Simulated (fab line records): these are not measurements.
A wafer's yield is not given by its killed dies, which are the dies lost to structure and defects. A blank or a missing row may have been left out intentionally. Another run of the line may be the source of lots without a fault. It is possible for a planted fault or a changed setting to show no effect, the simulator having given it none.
Struck lot and sound lot, side by side :: flow n5Finfet :: 35 steps out of a route of 1938
Sound: these wafers, L517.4, L517.5, L517.6. Struck: wafer L525.2. (L525.3 of the same lot was not struck and is left out.) The cause comes at the end.
Per side, at each step with rows, come the tool, then ch with its chambers, and then its first start. Under that, the readings that differ: sound wafers :: struck wafers :: difference of the means :: sigmas: that difference in standard deviations of wafers without a fault.
alike: readings whose means differ by less than 2 such deviations, and words and numbers that are the same on both sides. not compared: withheld readings, readings that some wafer has no value for, bounds like >300 that may hide the same value, and numbers for which the record gives no deviation and whose values overlap.
Wherever a step has rows on one side only, a row that says differs or no value, or a row with sigmas, the two part there. Numbers that have no deviation but don't overlap get no sigmas and don't part them. Lack of a reading on every wafer of one side parts them only where that side has two or more wafers.

first, 12 steps without rows for these wafers: N5_SD_EPI_P_ETCH_37 (etches SOC in N2/H2, overetch 108 nm, time 486 s); N5_SD_EPI_P_STRIP_38 (strips in N2/H2); N5_SD_EPI_P_ETCHBACK_46 (etches SiNx in CH3F/O2, stops on SiO2, target depth 17.5 nm); N5_SD_EPI_P_ETCH_47 (etches SiOCN in CH3F/O2, target depth 25 nm); N5_SD_EPI_P_ETCH_16 (etches SiO2 in CHF3/O2, target depth 5 nm); N5_SD_EPI_P_STRIP_50 (strips in CHF3/O2); N5_SD_EPI_P_SD_RECESS_17 (chemistry HBr/Cl2/O2, target depth 39.1 nm, bt time 3 s); N5_SD_EPI_P_WET_ETCH_45 (etches SiO2 in dHF, time 10.7 s, target depth 2 nm, rinse time 30 s); N5_SD_EPI_P_STRIP_40 (strips in N2/H2); N5_SD_EPI_P_PRECLEAN_52 (cleans in O3/DIW, time 60 s); N5_SD_EPI_P_SRD_20 (time 30 s); N5_SD_EPI_P_PRECLEAN_51 (cleans in NF3:NH3, afs cycles 1, time 20 s, sublimation time 60 s).
N5_SD_EPI_P_VAPOR_ETCH_44: etches SiGe30 in NF3/Ar, time 3.3 s.
  sound on epiRpcvd-03 ch 0, day 5 01:55; struck on epiRpcvd-04 ch 0, day 7 02:38
then, 20 steps without rows for these wafers: N5_SD_EPI_P_EPI_21 (deposits SiGe:B, time 355 s); N5_SD_EPI_P_HM_STRIP_48 (strips SiNx in H3PO4, material SiNx, target depth 3 nm); N5_SD_EPI_P_SRD_49 (time 30 s); N5_SD_EPI_P_PRECLEAN_24 (cleans in O3/DIW, time 45 s); N5_SD_EPI_P_PRECLEAN_32 (cleans in dHF, time 10 s); N5_SD_EPI_P_PRECLEAN_33 (cleans in SC2, time 45 s); N5_SD_EPI_P_SRD_25 (time 30 s); N5_SD_ACTIVATION_RTA_00 (time 0 s); N5_SD_ACTIVATION_LSA_01 (time 0.0008 s); N5_ILD0_LINER_00 (material SiNx, target thk 4 nm, pulse time 1 s, purge time 2 s); N5_ILD0_FCVD_FILL_01 (material SiO2 flowable, target thk 200 nm, time 328.3 s); N5_ILD0_CURE_02 (time 1800 s); N5_ILD0_CMP_03 (polishes, stops on SiNx, t overpolish 1.9 s, target thk 197.38 nm); N5_ILD0_CMP_07 (polishes SiO2 flowable, stops on poly-Si, t overpolish 1.18 s, target thk 138.88 nm); N5_ILD0_PRECLEAN_10 (cleans in NF3:NH3, afs cycles 5, time 20 s, sublimation time 60 s); N5_ILD0_ALD_15 (deposits SiNx, target thk 24 nm, pulse time 1 s, ald cycles 480); N5_ILD0_CMP_12 (polishes SiNx, stops on poly-Si, t overpolish 6 s, target thk 17.67 nm); N5_SDB_HM_DEP_00 (deposits SiNx from SiH4/NH3/N2, target thk 40 nm, time 35.3 s); N5_SDB_COAT_03 (time 60 s, resist thk 100 nm); N5_SDB_COAT_04 (time 60 s, resist thk 18 nm).
-- the record jumps here: 5 days lie between the struck wafers' starts before and after (it left off in module SDB and takes up again in module BEOL_M4, whose first step shown is number 1111 of the route) --
N5_BEOL_M4_RC_MEAS_101:
  sound on prober-02 ch 0, day 9 23:36; struck on prober-02 ch 0, day 11 23:48
reading: DIBL_P (mV/V)
sound: 35.6 36.6 36.2
struck: 29.0
difference: -7.1
sigmas: -4

reading: IOFF_P (nA/um)
sound: 0.24 0.27 0.25
struck: 0.10
difference: -0.15
sigmas: -4

reading: IOFF_P_85C (nA/um)
sound: 4.2 4.5 4.2
struck: 1.9
difference: -2.4
sigmas: -5

reading: IOFF_P_LIN (nA/um)
sound: 0.115 0.125 0.118
struck: 0.053
difference: -0.066
sigmas: -5

reading: ION_P (uA/um)
sound: 457 478 474
struck: 422
difference: -48
sigmas: -6

reading: REXT_P (ohm.um)
sound: 103.1 101.7 101.7
struck: 131.4
difference: +29.2
sigmas: +12

reading: SS_P (mV/dec)
sound: 73.7 73.9 73.5
struck: 72.3
difference: -1.4
sigmas: -2

reading: VT_P (mV)
sound: -245 -246 -244
struck: -263
difference: -18
sigmas: -5

reading: VT_P_LVT (mV)
sound: -94 -90 -92
struck: -112
difference: -20
sigmas: -6
  alike: DIBL_N, IOFF_N, ION_N, SS_N, VT_N
-- the record jumps here: 5 days lie between the struck wafers' starts before and after (it left off in module BEOL_M4 and takes up again in module PASSIVATION, whose first step shown is number 1936 of the route) --
N5_PASSIVATION_PROBE_49:
  struck on prober-01, day 16 14:35; sound on prober-01, day 14 23:06
reading: killedAtContacts
sound: 5 8 2
struck: 20
difference: +15
sigmas: +2

reading: sort_bin_8_speed (%)
sound: 0 0 0
struck: 86.78
difference: +86.78
sigmas: +99 or more

reading: sortNPass
sound: 1073 1068 1068
struck: 66
difference: -1004
sigmas: -59

reading: sortYieldPct (%)
sound: 90.9 90.5 90.5
struck: 5.6
difference: -85.0
sigmas: -61
  alike: defectLimitedYield, killed_at_M0_to_M3, killed_at_M4_up, killedAtFrontEnd, killedAtOther, killedDies, killedOpen, killedShort, sort_bin_5_function, sort_bin_6_memory

WHERE THEY PART
At N5_BEOL_M4_RC_MEAS_101 first; at N5_PASSIVATION_PROBE_49 last (within this record only).

WHY: what the simulator had put in
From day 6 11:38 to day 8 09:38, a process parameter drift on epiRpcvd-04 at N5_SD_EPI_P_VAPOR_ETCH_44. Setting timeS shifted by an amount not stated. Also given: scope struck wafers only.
